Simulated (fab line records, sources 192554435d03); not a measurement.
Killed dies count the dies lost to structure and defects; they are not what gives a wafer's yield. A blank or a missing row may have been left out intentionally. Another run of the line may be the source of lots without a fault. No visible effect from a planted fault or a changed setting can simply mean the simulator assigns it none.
fab line records	flow n5_finfet
[record] lots = 7	wafers = 21
route steps=1938 shown BEOL_M5@1123 BEOL_M6@1221 BEOL_M7@1266
start_h: hours from the record's opening day to when the first of the lot's shown wafers began	wait_h: hours elapsed since this lot's preceding step	" the same as in the row above	L1.1+2: a single row standing in for several wafers	- no value present, or no start provided	* or withheld: withheld	< > ~ a bound
route shown NAME@n: a module of which the file shows steps, and the number in the route of the first	usual: average and standard deviation across the fault-free wafers	same: alike in all rows	chamber/n: place in a boat	sites: readings site by site	_std_site: the standard deviation of these	_edge_site: inner sites' mean taken away from outer sites' mean	radius_mm: for every site, how far away it sits from the centre of the wafer	mask NAME#n: copy n	behind: the tool/chamber that last shaped the wafer	hold: why the lot was held/for how many hours/how that ended	device: the n, p or np transistor that did not switch	end of line: tests run on the same wafers once the route is complete	a step with no rows: only its recipe	killed: at the first sort, the dies lost to defects and structure; wafer yield is something else	map: the dies of a wafer, with x for killed, . for not killed, _ for no die there
set.NAME: setting as actually run; set.NAME@STEP: the setting as run at that earlier step	model.NAME: the simulator's own value behind a step, which no gauge read
lots where settings were altered on purpose, with a table for each step and a row for each wafer
[[steps]]
[step N5_BEOL_M5_EXPOSE_08]
[recipe] mask_id = M5	na = 0.33	source_shape = annular	sigma_inner = 0.4	sigma_outer = 0.8	polarization = unpolarized	target_cd_nm = 28	dose_mj = 35.75
lot.wafer	tool	chamber	start_h	wait_h	mask	set.dose_mj
L076.1	euv_scanner-02	0	189.30	-	M5#0	36.53
L076.3+5	"	0	"	"	M5#0	35.75
L077.1+4	euv_scanner-01	0	195.89	-	M5#0	35.75
L077.2	"	0	"	"	M5#0	33.82
L081.2+3+5	euv_scanner-02	0	219.25	-	M5#0	35.75
L086.4+5+6	euv_scanner-02	0	246.03	-	M5#0	35.75
L092.1+3+6	euv_scanner-01	0	281.09	-	M5#0	35.75
L094.1	euv_scanner-01	0	297.37	-	M5#0	33.96
L094.5+6	"	0	"	"	M5#0	35.75
L096.1	euv_scanner-01	0	304.32	-	M5#0	33.18
L096.5+6	"	0	"	"	M5#0	35.75
[step N5_BEOL_M5_PEB_09]
[recipe] peb_temp_c = 100	peb_time_s = 60	resist = CAR-EUV
[step N5_BEOL_M5_DEVELOP_10]
[recipe] develop_time_s = 30	developer = TMAH	resist = CAR-EUV	rinse_liquid = surfactant_rinse	dry = air_spin	dev_temp_c = 23
[step N5_BEOL_M5_CD_MEAS_11]
[recipe] target_cd_nm = 27.74	landing_energy_ev = 500	detector = se_inlens
[usual] cd_nm = 28.03/0.24
lot.wafer	tool	chamber	start_h	wait_h	set.dose_mj@BEOL_M5_EXPOSE_08	cd_nm
L076.1	cd_sem-02	0	189.43	-	36.53	28.43
L076.3	"	0	"	"	35.75	27.98
L076.5	"	0	"	"	35.75	27.92
L077.1	cd_sem-03	0	196.02	-	35.75	28.25
L077.2	"	0	"	"	33.82	26.51
L077.4	"	0	"	"	35.75	28.21
L081.2	cd_sem-03	0	219.38	-	35.75	27.87
L081.3	"	0	"	"	35.75	27.66
L081.5	"	0	"	"	35.75	28.45
L086.4	cd_sem-01	0	246.15	-	35.75	27.93
L086.5	"	0	"	"	35.75	28.08
L086.6	"	0	"	"	35.75	28.19
L092.1	cd_sem-02	0	281.21	-	35.75	28.48
L092.3	"	0	"	"	35.75	28.09
L092.6	"	0	"	"	35.75	27.93
L094.1	cd_sem-03	0	297.50	-	33.96	26.84
L094.5	"	0	"	"	35.75	28.01
L094.6	"	0	"	"	35.75	28.23
L096.1	cd_sem-01	0	304.45	-	33.18	26.30
L096.5	"	0	"	"	35.75	28.11
L096.6	"	0	"	"	35.75	27.65
[step N5_BEOL_M5_DESCUM_16]
[recipe] chemistry = O2	time_s = 7	source_power_w = 50	bias_power_w = 20	pressure_mtorr = 20	rf_frequency_hz = 2.712e+07	temp_c = 40	resist = CAR-EUV	o2_flow_sccm = 225
lot.wafer	tool	chamber	start_h	wait_h	set.dose_mj@BEOL_M5_EXPOSE_08	model.BEOL_M5.cd_nm
L076.1	rie_diel-04	1	189.60	0.1	36.53	28.8
L076.3	"	3	"	"	35.75	28.4
L076.5	"	1	"	"	35.75	28.2
L077.1	rie_diel-05	3	196.32	0.2	35.75	28
L077.2	"	0	"	"	33.82	26.8
L077.4	"	1	"	"	35.75	28.2
L081.2+3	rie_diel-05	3,0	219.50	0.0	35.75	27.8
L081.5	"	0	"	"	35.75	28
L086.4	rie_diel-04	0	246.27	0.0	35.75	28
L086.5+6	"	3,0	"	"	35.75	28.2
L092.1+6	rie_diel-03	2	281.34	0.0	35.75	28
L092.3	"	3	"	"	35.75	28.2
L094.1	rie_diel-05	2	298.12	0.5	33.96	26.8
L094.5+6	"	1,0	"	"	35.75	28.4
L096.1	rie_diel-05	1	304.58	0.0	33.18	26.2
L096.5	"	1	"	"	35.75	28
L096.6	"	0	"	"	35.75	27.8
[step N5_BEOL_M5_ETCH_72]
[recipe] chemistry = N2/H2	target = underlayer	target_depth_a = 65	mask_material = CAR-EUV	time_s = 5.2	ion_energy_ev = 200	pressure_mtorr = 30	source_w = 840	bias_w = 150	n2_flow_sccm = 200	h2_flow_sccm = 200	ends = cleared
[step N5_BEOL_M5_ETCH_61]
[recipe] chemistry = CF4	target = SiARC	target_depth_a = 156	mask_material = CAR-EUV	time_s = 26	ion_energy_ev = 80	pressure_mtorr = 40	source_w = 545	bias_w = 36	Ar_flow_sccm = 100	cf4_flow_sccm = 100	ends = cleared
[step N5_BEOL_M5_ETCH_62]
[recipe] chemistry = N2/H2	target = SOC	target_depth_a = 750	overetch_a = 150	mask_material = SiARC	temp_c = 40	time_s = 112.5	ion_energy_ev = 200	pressure_mtorr = 30	source_w = 840	bias_w = 150	n2_flow_sccm = 200	h2_flow_sccm = 200
lot.wafer	tool	chamber	start_h	wait_h	set.dose_mj@BEOL_M5_EXPOSE_08	model.BEOL_M5.cd_nm
L076.1	rie_diel-04	1	189.68	0.0	36.53	29
L076.3+5	"	3,1	"	"	35.75	28.4
L077.1	rie_diel-05	3	196.40	0.0	35.75	27.8
L077.2	"	0	"	"	33.82	26.6
L077.4	"	1	"	"	35.75	28.2
L081.2	rie_diel-05	3	219.58	0.0	35.75	27.8
L081.3	"	0	"	"	35.75	27.6
L081.5	"	0	"	"	35.75	28
L086.4	rie_diel-04	0	246.34	0.0	35.75	28
L086.5	"	3	"	"	35.75	28.2
L086.6	"	0	"	"	35.75	28.4
L092.1	rie_diel-03	2	281.42	0.0	35.75	28
L092.3+6	"	3,2	"	"	35.75	28.2
L094.1	rie_diel-05	2	298.20	0.0	33.96	27
L094.5	"	1	"	"	35.75	28.6
L094.6	"	0	"	"	35.75	28.4
L096.1	rie_diel-05	1	304.66	0.0	33.18	26
L096.5	"	1	"	"	35.75	28
L096.6	"	0	"	"	35.75	27.8
[step N5_BEOL_M5_STRIP_63]
[recipe] chemistry = N2/H2	temp_c = 40	n2_flow_sccm = 200	h2_flow_sccm = 200	rf_frequency_hz = 6e+07
[step N5_BEOL_M5_STRIP_73]
[recipe] chemistry = N2/H2	temp_c = 40	n2_flow_sccm = 200	h2_flow_sccm = 200	rf_frequency_hz = 6e+07
[step N5_BEOL_M5_HM_OPEN_17]
[recipe] chemistry = Cl2/BCl3	target_depth_a = 200	overetch_a = 60	target = TiN	mask_material = SOC	ion_energy_ev = 150	pressure_mtorr = 10	icp_w = 1000	bias_w = 126	Cl2_flow_sccm = 53.25	bcl3_flow_sccm = 21.75	Ar_flow_sccm = 25
[step N5_BEOL_M5_STRIP_19]
[recipe] chemistry = O2	power_w = 400	temp_c = 40	pressure_mtorr = 30	rf_frequency_hz = 6e+07	bias_power_w = 0	overash_fraction = 0.2	o2_flow_sccm = 225
[step N5_BEOL_M5_CD_MEAS_18]
[recipe] pitch_nm = 56	target_cd_nm = 28
[usual] cd_nm = 28.1/0.32
lot.wafer	tool	chamber	start_h	wait_h	set.dose_mj@BEOL_M5_EXPOSE_08	cd_nm
L076.1	cd_sem-02	-	190.03	0.0	36.53	29.1
L076.3	"	-	"	"	35.75	28.6
L076.5	"	-	"	"	35.75	28.5
L077.1	cd_sem-01	-	196.75	0.0	35.75	27.6
L077.2	"	-	"	"	33.82	26.9
L077.4	"	-	"	"	35.75	28.5
L081.2	cd_sem-02	-	220.02	0.1	35.75	27.8
L081.3	"	-	"	"	35.75	27.6
L081.5	"	-	"	"	35.75	27.9
L086.4	cd_sem-03	-	246.72	0.1	35.75	28.1
L086.5	"	-	"	"	35.75	28.2
L086.6	"	-	"	"	35.75	28.6
L092.1	cd_sem-03	-	281.77	0.0	35.75	27.9
L092.3	"	-	"	"	35.75	28.3
L092.6	"	-	"	"	35.75	28.2
L094.1	cd_sem-02	-	298.57	0.0	33.96	26.9
L094.5	"	-	"	"	35.75	28.3
L094.6	"	-	"	"	35.75	28.4
L096.1	cd_sem-03	-	305.03	0.1	33.18	26.2
L096.5	"	-	"	"	35.75	28.4
L096.6	"	-	"	"	35.75	28.0
[step N5_BEOL_M5_COAT_65]
[recipe] resist = SOC	temp_c = 250	time_s = 60	spin_rpm = 1500	resist_thk_nm = 60
[step N5_BEOL_M5_COAT_66]
[recipe] resist = SiARC	temp_c = 220	time_s = 60	spin_rpm = 1500	resist_thk_nm = 12
[step N5_BEOL_M5_DESCUM_33]
[recipe] chemistry = O2	time_s = 7	source_power_w = 50	bias_power_w = 20	pressure_mtorr = 20	rf_frequency_hz = 2.712e+07	temp_c = 40	resist = CAR-EUV	o2_flow_sccm = 225
[step N5_BEOL_M5_ETCH_75]
[recipe] chemistry = N2/H2	target = underlayer	target_depth_a = 65	mask_material = CAR-EUV	time_s = 5.2	ion_energy_ev = 200	pressure_mtorr = 30	source_w = 840	bias_w = 150	n2_flow_sccm = 200	h2_flow_sccm = 200	ends = cleared
lot.wafer	tool	chamber	start_h	wait_h	set.dose_mj@BEOL_M5_EXPOSE_08	model.BEOL_M5.cd_nm
L076.1	rie_diel-04	0	192.70	0.0	36.53	29
L076.3	"	3	"	"	35.75	28.6
L076.5	"	3	"	"	35.75	28.4
L077.1	rie_diel-05	3	198.22	0.0	35.75	27.8
L077.2	"	0	"	"	33.82	26.4
L077.4	"	2	"	"	35.75	28.2
L081.2	rie_diel-04	0	222.21	0.0	35.75	27.8
L081.3+5	"	3	"	"	35.75	28
L086.4+5	rie_diel-05	2,0	248.10	0.0	35.75	28
L086.6	"	1	"	"	35.75	28.4
L092.1	rie_diel-05	1	282.76	0.0	35.75	27.8
L092.3+6	"	0,2	"	"	35.75	28
L094.1	rie_diel-03	2	300.86	0.0	33.96	27
L094.5	"	0	"	"	35.75	28.6
L094.6	"	1	"	"	35.75	28.4
L096.1	rie_diel-03	1	307.62	0.0	33.18	26.4
L096.5	"	0	"	"	35.75	28.4
L096.6	"	3	"	"	35.75	28.2
[step N5_BEOL_M5_ETCH_67]
[recipe] chemistry = CF4	target = SiARC	target_depth_a = 156	mask_material = CAR-EUV	time_s = 26	ion_energy_ev = 80	pressure_mtorr = 40	source_w = 545	bias_w = 36	Ar_flow_sccm = 100	cf4_flow_sccm = 100	ends = cleared
[step N5_BEOL_M5_ETCH_68]
[recipe] chemistry = N2/H2	target = SOC	target_depth_a = 800	overetch_a = 160	mask_material = SiARC	temp_c = 40	time_s = 120	ion_energy_ev = 200	pressure_mtorr = 30	source_w = 840	bias_w = 150	n2_flow_sccm = 200	h2_flow_sccm = 200
[step N5_BEOL_M5_STRIP_69]
[recipe] chemistry = N2/H2	temp_c = 40	n2_flow_sccm = 200	h2_flow_sccm = 200	rf_frequency_hz = 6e+07
[step N5_BEOL_M5_STRIP_76]
[recipe] chemistry = N2/H2	temp_c = 40	n2_flow_sccm = 200	h2_flow_sccm = 200	rf_frequency_hz = 6e+07
[step N5_BEOL_M5_VIA_ETCH_34]
[recipe] chemistry = C4F6/O2	target = SiCOH_lowk	target_depth_a = 883	mask_material = SOC	taper_deg = 4	time_s = 39.2	ion_energy_ev = 250	pressure_mtorr = 30	source_w = 345	bias_w = 185	Ar_flow_sccm = 300	C4F6_flow_sccm = 10	O2_flow_sccm = 10
lot.wafer	tool	chamber	start_h	wait_h	set.dose_mj@BEOL_M5_EXPOSE_08	model.BEOL_M5.cd_nm
L076.1	rie_diel-04	0	192.85	0.0	36.53	28.8
L076.3	"	3	"	"	35.75	28.6
L076.5	"	3	"	"	35.75	28.4
L077.1	rie_diel-05	3	198.36	0.0	35.75	27.8
L077.2	"	0	"	"	33.82	26.4
L077.4	"	2	"	"	35.75	28
L081.2	rie_diel-04	0	222.36	0.0	35.75	27.8
L081.3	"	3	"	"	35.75	28
L081.5	"	3	"	"	35.75	28.4
L086.4+5	rie_diel-05	2,0	248.25	0.0	35.75	28
L086.6	"	1	"	"	35.75	28.4
L092.1	rie_diel-05	1	282.91	0.0	35.75	27.8
L092.3+6	"	0,2	"	"	35.75	28
L094.1	rie_diel-03	2	301.01	0.0	33.96	27.2
L094.5	"	0	"	"	35.75	28.8
L094.6	"	1	"	"	35.75	28.6
L096.1	rie_diel-03	1	307.76	0.0	33.18	26.6
L096.5+6	"	0,3	"	"	35.75	28.2
[step N5_BEOL_M5_STRIP_85]
[recipe] chemistry = C4F6/O2	resist = SiARC	rf_frequency_hz = 6e+07
[step N5_BEOL_M5_STRIP_36]
[recipe] chemistry = N2/H2	power_w = 450	temp_c = 40	pressure_mtorr = 20	rf_frequency_hz = 6e+07	overash_fraction = 0.3	bias_power_w = 7	h2_frac = 0.5	n2_flow_sccm = 200	h2_flow_sccm = 200
[step N5_BEOL_M5_PRECLEAN_42]
[recipe] chemistry = residue_remover	time_s = 60	temp_c = 40
[step N5_BEOL_M5_SRD_43]
[recipe] time_s = 30	temp_c = 23	rinse_liquid = diw	dry = ipa_marangoni
[step N5_BEOL_M5_CD_MEAS_35]
[recipe] target_cd_nm = 28	target_cd_y_nm = 24	polarity = opening
[usual] cd_nm = 28.1/0.32
lot.wafer	tool	chamber	start_h	wait_h	set.dose_mj@BEOL_M5_EXPOSE_08	cd_nm
L076.1	cd_sem-01	-	193.24	0.0	36.53	28.9
L076.3	"	-	"	"	35.75	29.0
L076.5	"	-	"	"	35.75	28.5
L077.1	cd_sem-01	-	198.76	0.0	35.75	28.0
L077.2	"	-	"	"	33.82	26.6
L077.4	"	-	"	"	35.75	28.1
L081.2	cd_sem-02	-	222.75	0.0	35.75	27.8
L081.3	"	-	"	"	35.75	27.7
L081.5	"	-	"	"	35.75	27.9
L086.4	cd_sem-01	-	248.63	0.0	35.75	28.1
L086.5	"	-	"	"	35.75	27.9
L086.6	"	-	"	"	35.75	28.2
L092.1	cd_sem-02	-	283.30	0.0	35.75	27.9
L092.3	"	-	"	"	35.75	28.0
L092.6	"	-	"	"	35.75	27.9
L094.1	cd_sem-03	-	301.40	0.0	33.96	27.1
L094.5	"	-	"	"	35.75	28.7
L094.6	"	-	"	"	35.75	28.2
L096.1	cd_sem-01	-	308.16	0.0	33.18	26.2
L096.5	"	-	"	"	35.75	27.8
L096.6	"	-	"	"	35.75	27.9
[step N5_BEOL_M6_COAT_22]
[recipe] resist = CAR-EUV	spin_rpm = 1500	resist_thk_nm = 30
lot.wafer	tool	chamber	start_h	wait_h	set.spin_rpm	model.CAR-EUV_of_BEOL_M6_COAT_22.thk_nm
L076.1	litho_track-04	0	-	-	1634	28.8
L076.3	"	0	"	"	1500	30.2
L076.5	"	0	"	"	1500	30
L077.1	litho_track-05	0	-	-	1500	30.2
L077.2+4	"	0	"	"	1622	29
L081.2+3+5	litho_track-02	0	-	-	1500	30
L086.4+5+6	litho_track-05	0	-	-	1500	30
L092.1+6	litho_track-04	0	-	-	1500	30.2
L092.3	"	0	"	"	1635	28.8
L094.1+5	litho_track-02	0	-	-	1382	31.2
L094.6	"	0	"	"	1500	30
L096.1+5+6	litho_track-02	0	-	-	1500	29.8
[step N5_BEOL_M6_EBR_24]
[recipe] solvent = PGMEA	ebr_width_mm = 1.5
[step N5_BEOL_M6_SOFTBAKE_23]
[recipe] temp_c = 110	time_s = 60	resist = CAR-EUV
[step N5_BEOL_M6_EXPOSE_25]
[recipe] mask_id = V5	na = 0.33	source_shape = annular	sigma_inner = 0.4	sigma_outer = 0.8	polarization = unpolarized	target_cd_nm = 40	dose_mj = 45
[step N5_BEOL_M6_PEB_26]
[recipe] peb_temp_c = 100	peb_time_s = 60	resist = CAR-EUV
[step N5_BEOL_M6_DEVELOP_27]
[recipe] develop_time_s = 30	developer = TMAH	resist = CAR-EUV	rinse_liquid = surfactant_rinse	dry = air_spin	dev_temp_c = 23
lot.wafer	tool	chamber	start_h	wait_h	set.spin_rpm@BEOL_M6_COAT_22	model.CAR-EUV_of_BEOL_M6_COAT_22.thk_nm
L076.1	litho_track-02	0	-	-	1634	28.4
L076.3+5	"	0	"	"	1500	29.6
L077.1	litho_track-05	0	-	-	1500	29.8
L077.2+4	"	0	"	"	1622	28.6
L081.2+3+5	litho_track-02	0	-	-	1500	29.6
L086.4+5+6	litho_track-05	0	-	-	1500	29.6
L092.1+6	litho_track-05	0	-	-	1500	29.6
L092.3	"	0	"	"	1635	28.4
L094.1	litho_track-04	0	-	-	1382	30.8
L094.5	"	0	"	"	1382	30.6
L094.6	"	0	"	"	1500	29.4
L096.1+5+6	litho_track-04	0	-	-	1500	29.4
[step N5_BEOL_M7_PECVD_70]
[recipe] material = SiO2	target_thk_a = 200	temp_c = 400	precursor = TEOS/O2	pressure_torr = 5.5	rf_w = 450	teos_flow_sccm = 53.8	gas = O2	flow_sccm = 3000	time_s = 22.7
lot.wafer	tool	chamber	start_h	wait_h	set.time_s	model.SiO2_of_BEOL_M7_PECVD_70.thk_nm
L076.1	pecvd-04	1	209.27	0.0	21.15	18.4
L076.3	"	0	"	"	22.7	19.8
L076.5	"	1	"	"	21.15	18.8
L077.1+4	pecvd-01	1,2	215.14	0.0	20.07	17.4
L077.2	"	2	"	"	22.7	19.2
L081.2	pecvd-02	2	236.26	0.0	24.68	21.4
L081.3	"	0	"	"	22.7	19.8
L081.5	"	0	"	"	24.68	21.8
L086.4+6	pecvd-04	1,0	264.62	0.1	22.7	20.4
L086.5	"	2	"	"	22.7	20
L092.1	pecvd-01	0	301.91	0.0	19.99	17
L092.3	"	1	"	"	22.7	19.6
L092.6	"	1	"	"	22.7	19.8
L094.1+6	pecvd-02	0,2	318.45	0.0	22.7	19.8
L094.5	"	1	"	"	22.7	20.2
L096.1	pecvd-01	0	321.46	0.0	19.45	17.4
L096.5	"	2	"	"	22.7	20
L096.6	"	1	"	"	19.45	17.2
[step N5_BEOL_M7_HM_DEP_02]
[recipe] material = TiN	target_thk_a = 200	temp_c = 25	chamber_pressure_pa = 0.49996
lot.wafer	tool	chamber	start_h	wait_h	set.target_thk_a	model.TiN_of_BEOL_M7_HM_DEP_02.thk_nm
L076.1	pvd_sputter-03	-	210.89	1.6	200	19.8
L076.3	"	-	"	"	209.5	21
L076.5	"	-	"	"	200	20
L077.1+4	pvd_sputter-03	-	215.35	0.2	174.4	18
L077.2	"	-	"	"	174.4	17.8
L081.2	pvd_sputter-02	-	237.98	1.7	200	20.2
L081.3	"	-	"	"	214.7	21.6
L081.5	"	-	"	"	200	20.4
L086.4+6	pvd_sputter-02	-	265.81	1.2	200	19.8
L086.5	"	-	"	"	200	19.6
L092.1+3	pvd_sputter-03	-	302.04	0.1	225.2	22.8
L092.6	"	-	"	"	225.2	22.6
L094.1	pvd_sputter-01	-	318.81	0.3	200	19.8
L094.5+6	"	-	"	"	189.3	18.8
L096.1+5+6	pvd_sputter-03	-	321.58	0.1	200	20
[step N5_BEOL_M7_COAT_59]
[recipe] resist = SOC	temp_c = 250	time_s = 60	spin_rpm = 1500	resist_thk_nm = 100
[step N5_BEOL_M7_COAT_60]
[recipe] resist = SiARC	temp_c = 220	time_s = 60	spin_rpm = 1500	resist_thk_nm = 35
[step N5_BEOL_M7_STRIP_68]
[recipe] chemistry = N2/H2	temp_c = 40	n2_flow_sccm = 200	h2_flow_sccm = 200	rf_frequency_hz = 6e+07
[step N5_BEOL_M7_STRIP_67]
[recipe] chemistry = CF4	resist = SiARC	power_w = 300	bias_power_w = 75	pressure_mtorr = 50	cf4_flow_sccm = 150	rf_frequency_hz = 6e+07
[step N5_BEOL_M7_HM_OPEN_17]
[recipe] chemistry = Cl2/BCl3	target_depth_a = 200	overetch_a = 60	target = TiN	mask_material = SOC	ion_energy_ev = 150	pressure_mtorr = 10	icp_w = 1000	bias_w = 126	Cl2_flow_sccm = 53.25	bcl3_flow_sccm = 21.75	Ar_flow_sccm = 25
lot.wafer	tool	chamber	start_h	wait_h	set.target_thk_a@BEOL_M7_HM_DEP_02	model.etch.depth_nm
L076.1	rie_metal-03	1	211.67	0.0	200	19.74
L076.3	"	1	"	"	209.5	20.93
L076.5	"	1	"	"	200	20.04
L077.1+4	rie_metal-02	1,0	216.09	0.0	174.4	17.96
L077.2	"	0	"	"	174.4	17.86
L081.2	rie_metal-02	1	238.95	0.0	200	20.23
L081.3	"	0	"	"	214.7	21.64
L081.5	"	0	"	"	200	20.32
L086.4	rie_metal-01	0	266.72	0.1	200	19.72
L086.5	"	0	"	"	200	19.69
L086.6	"	1	"	"	200	19.8
L092.1	rie_metal-03	1	303.10	0.0	225.2	22.73
L092.3	"	1	"	"	225.2	22.77
L092.6	"	0	"	"	225.2	22.56
L094.1	rie_metal-02	0	320.15	0.0	200	19.74
L094.5+6	"	0,1	"	"	189.3	18.82
L096.1	rie_metal-01	1	324.19	0.0	200	20.02
L096.5	"	1	"	"	200	20
L096.6	"	0	"	"	200	19.97
[step N5_BEOL_M7_STRIP_19]
[recipe] chemistry = O2	power_w = 400	temp_c = 40	pressure_mtorr = 30	rf_frequency_hz = 6e+07	bias_power_w = 0	overash_fraction = 0.2	o2_flow_sccm = 225
[step N5_BEOL_M7_STRIP_76]
[recipe] chemistry = C4F6/O2	resist = SiARC	rf_frequency_hz = 6e+07
[step N5_BEOL_M7_STRIP_36]
[recipe] chemistry = N2/H2	power_w = 450	temp_c = 40	pressure_mtorr = 20	rf_frequency_hz = 6e+07	overash_fraction = 0.3	bias_power_w = 7	h2_frac = 0.5	n2_flow_sccm = 200	h2_flow_sccm = 200
[step N5_BEOL_M7_TRENCH_ETCH_37]
[recipe] chemistry = C4F6/O2	target_depth_a = 934.78	target = SiCOH_lowk	time_s = 31.2	ion_energy_ev = 250	pressure_mtorr = 30	source_w = 345	bias_w = 185	Ar_flow_sccm = 300	C4F6_flow_sccm = 10	O2_flow_sccm = 10
lot.wafer	tool	chamber	start_h	wait_h	set.target_thk_a@BEOL_M7_HM_DEP_02	model.TiN_of_BEOL_M7_HM_DEP_02.thk_nm
L076.1	rie_diel-04	3	-	-	200	17
L076.3	"	0	"	"	209.5	18.4
L076.5	"	1	"	"	200	17.4
L077.1+4	rie_diel-05	2,3	-	-	174.4	15.4
L077.2	"	0	"	"	174.4	15.2
L081.2+5	rie_diel-04	1,2	-	-	200	17.6
L081.3	"	0	"	"	214.7	19
L086.4+5	rie_diel-03	3,0	-	-	200	17
L086.6	"	1	"	"	200	17.2
L092.1+6	rie_diel-05	1,3	-	-	225.2	20
L092.3	"	2	"	"	225.2	20.2
L094.1	rie_diel-03	2	-	-	200	17.2
L094.5+6	"	2,3	"	"	189.3	16.2
L096.1+5	rie_diel-05	3	-	-	200	17.4
L096.6	"	0	"	"	200	17.2
[[key]]
[split] step = N5_BEOL_M5_EXPOSE_08	setting = dose_mj	stated = 35.75	by = wafer
[response] step = N5_BEOL_M5_CD_MEAS_11	reading = cd_nm	change = +0.254	per = 1%	r = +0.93
[response] step = N5_BEOL_M5_DESCUM_16	reading = model.BEOL_M5.cd_nm	change = +0.256	per = 1%	r = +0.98
[response] step = N5_BEOL_M5_ETCH_62	reading = model.BEOL_M5.cd_nm	change = +0.271	per = 1%	r = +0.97
[response] step = N5_BEOL_M5_CD_MEAS_18	reading = cd_nm	change = +0.267	per = 1%	r = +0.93
[response] step = N5_BEOL_M5_ETCH_75	reading = model.BEOL_M5.cd_nm	change = +0.279	per = 1%	r = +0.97
[response] step = N5_BEOL_M5_VIA_ETCH_34	reading = model.BEOL_M5.cd_nm	change = +0.251	per = 1%	r = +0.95
[response] step = N5_BEOL_M5_CD_MEAS_35	reading = cd_nm	change = +0.247	per = 1%	r = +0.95
[split] step = N5_BEOL_M6_COAT_22	setting = spin_rpm	stated = 1500	by = wafer
[response] step = N5_BEOL_M6_COAT_22	reading = model.CAR-EUV_of_BEOL_M6_COAT_22.thk_nm	change = -0.15	per = 1%	r = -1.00
[response] step = N5_BEOL_M6_DEVELOP_27	reading = model.CAR-EUV_of_BEOL_M6_COAT_22.thk_nm	change = -0.144	per = 1%	r = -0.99
[split] step = N5_BEOL_M7_PECVD_70	setting = time_s	stated = 22.7	by = wafer
[response] step = N5_BEOL_M7_PECVD_70	reading = model.SiO2_of_BEOL_M7_PECVD_70.thk_nm	change = +0.191	per = 1%	r = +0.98
[split] step = N5_BEOL_M7_HM_DEP_02	setting = target_thk_a	stated = 200	by = wafer
[response] step = N5_BEOL_M7_HM_DEP_02	reading = model.TiN_of_BEOL_M7_HM_DEP_02.thk_nm	change = +0.191	per = 1%	r = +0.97
[response] step = N5_BEOL_M7_HM_OPEN_17	reading = model.etch.depth_nm	change = +0.189	per = 1%	r = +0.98
[response] step = N5_BEOL_M7_TRENCH_ETCH_37	reading = model.TiN_of_BEOL_M7_HM_DEP_02.thk_nm	change = +0.203	per = 1%	r = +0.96
